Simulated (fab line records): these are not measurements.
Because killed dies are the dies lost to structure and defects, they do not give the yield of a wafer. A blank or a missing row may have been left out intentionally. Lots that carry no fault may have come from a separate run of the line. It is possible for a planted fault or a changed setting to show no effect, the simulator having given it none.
Split-lot experiment ; flow n5 finfet ; 7 lots, 21 wafers read, on a route of 1938 steps

ON THE SPLIT
At N5_BEOL_M12_COAT_04 (resist thk 400 nm), the setting spin rpm was moved away from the recipe's 1625 rpm on 6 of the 21 wafers read, by -9.2% to +3.7%. The other wafers ran this setting at the recipe's value.

FROM THE SPLIT TO THE READING: what the file shows between them, 4 steps
- N5_BEOL_M12_EBR_06
- N5_BEOL_M12_SOFTBAKE_05: time 60 s
- N5_BEOL_M12_DESCUM_15: chemistry O2, time 7.9 s
- N5_BEOL_M12_ETCH_59: etches BARC in N2/H2, target depth 89 nm, overetch 26.7 nm, time 67.9 s

THE READING
coat_of_BEOL_M12_COAT_04.thk nm (the simulator's own value, which no gauge read), in nm, at N5_BEOL_M12_VIA_ETCH_16 (etches SiOC in C4F8/O2/Ar, target depth 724.8 nm). The file gives no usual value for it. Here, 15 wafers ran the recipe; their average is 123.1 nm with a standard deviation of 2 nm.

wafer;tool, chamber at the split;spin rpm as run, rpm;against the recipe;coat_of_BEOL_M12_COAT_04.thk nm, nm;against lot-mates on the recipe
L079.1;litho track-03, 0;1625;recipe;126.2;-
L079.3;litho track-03, 0;1625;recipe;125.4;-
L079.6;litho track-03, 0;1625;recipe;121.4;-
L080.1;litho track-03, 0;1625;recipe;124.6;-
L080.3;litho track-03, 0;1625;recipe;120.6;-
L080.5;litho track-03, 0;1475;-9.2%;137.8;+15.2
L090.2;litho track-04, 0;1519;-6.5%;139;+16.1
L090.3;litho track-04, 0;1625;recipe;124.6;-
L090.4;litho track-04, 0;1625;recipe;121.2;-
L093.1;litho track-02, 0;1625;recipe;124.2;-
L093.2;litho track-02, 0;1625;recipe;124.2;-
L093.4;litho track-02, 0;1625;recipe;123.2;-
L095.3;litho track-02, 0;1625;recipe;124.6;-
L095.5;litho track-02, 0;1625;recipe;119.6;-
L095.6;litho track-02, 0;1625;recipe;121;-
L096.1;litho track-04, 0;1513;-6.9%;135.4;+10.8
L096.3;litho track-04, 0;1625;recipe;124.6;-
L096.5;litho track-04, 0;1513;-6.9%;133.6;+9.0
L097.3;litho track-03, 0;1685;+3.7%;119.2;-1.8
L097.5;litho track-03, 0;1625;recipe;121;-
L097.6;litho track-03, 0;1685;+3.7%;115.4;-5.6

FIT RESULTS
A straight line over all 21 wafers: coat_of_BEOL_M12_COAT_04.thk nm changes by -1.74 nm for each +1% of spin rpm; r = -0.94; the points scatter about the line by 2.2 nm.
The same after taking each lot's own level away (the mean of its wafers on the recipe; 21 wafers): -1.6 nm for each +1%; r = -0.93; scatter 2.2 nm.
That fit puts the effect of the largest move of spin rpm on the reading at 15 nm.
Across the lots, their own levels run from 121.00 to 124.60 nm, a range of 1.8 times the standard deviation given above.
The two slopes are in agreement: the lot-to-lot level therefore moves the slope only a little.
Check: with one of the wafers moved furthest among these (-9.2%) left out of the fit, the line predicts +15.2 nm for it against its lot-mates. It came out at +15.2 nm against them.

OTHER SPLITS ON THESE WAFERS
Note: prior to the reading, these wafers also went through further splits. Each is held against what the fit with the lots' levels taken away leaves over:
other split on the same wafers;wafers away from the commonest value;r with coat_of_BEOL_M12_COAT_04.thk nm (lot level and that fit taken away)
N5_BEOL_M9_SPUTTER_48 power w;7;-0.01
N5_BEOL_M11_PECVD_70 time s;5;+0.07
N5_BEOL_M11_COAT_59 spin rpm;5;+0.23

THE WHOLE CHAIN: every reading that the file lists as answering this split, in the file's order
step;what it does;reading;change (the file's fit);r (the file's)
N5_BEOL_M12_COAT_04;resist thk 400 nm;coat_of_BEOL_M12_COAT_04.thk nm (the simulator's own value, which no gauge read);-2.15 nm for each +1% of the setting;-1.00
N5_BEOL_M12_ETCH_59;etches BARC in N2/H2, target depth 89 nm, overetch 26.7 nm, time 67.9 s;coat_of_BEOL_M12_COAT_04.thk nm (the simulator's own value, which no gauge read);-2.04 nm for each +1% of the setting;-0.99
N5_BEOL_M12_VIA_ETCH_16;etches SiOC in C4F8/O2/Ar, target depth 724.8 nm;coat_of_BEOL_M12_COAT_04.thk nm (the simulator's own value, which no gauge read);-1.73 nm for each +1% of the setting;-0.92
N5_BEOL_M12_STRIP_63;strips in N2/H2;strip time to endpoint s;withheld for each +1% of the setting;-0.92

THE FILE'S OWN FIT
coat_of_BEOL_M12_COAT_04.thk nm changes by -1.73 nm for each +1% of spin rpm, r = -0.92.
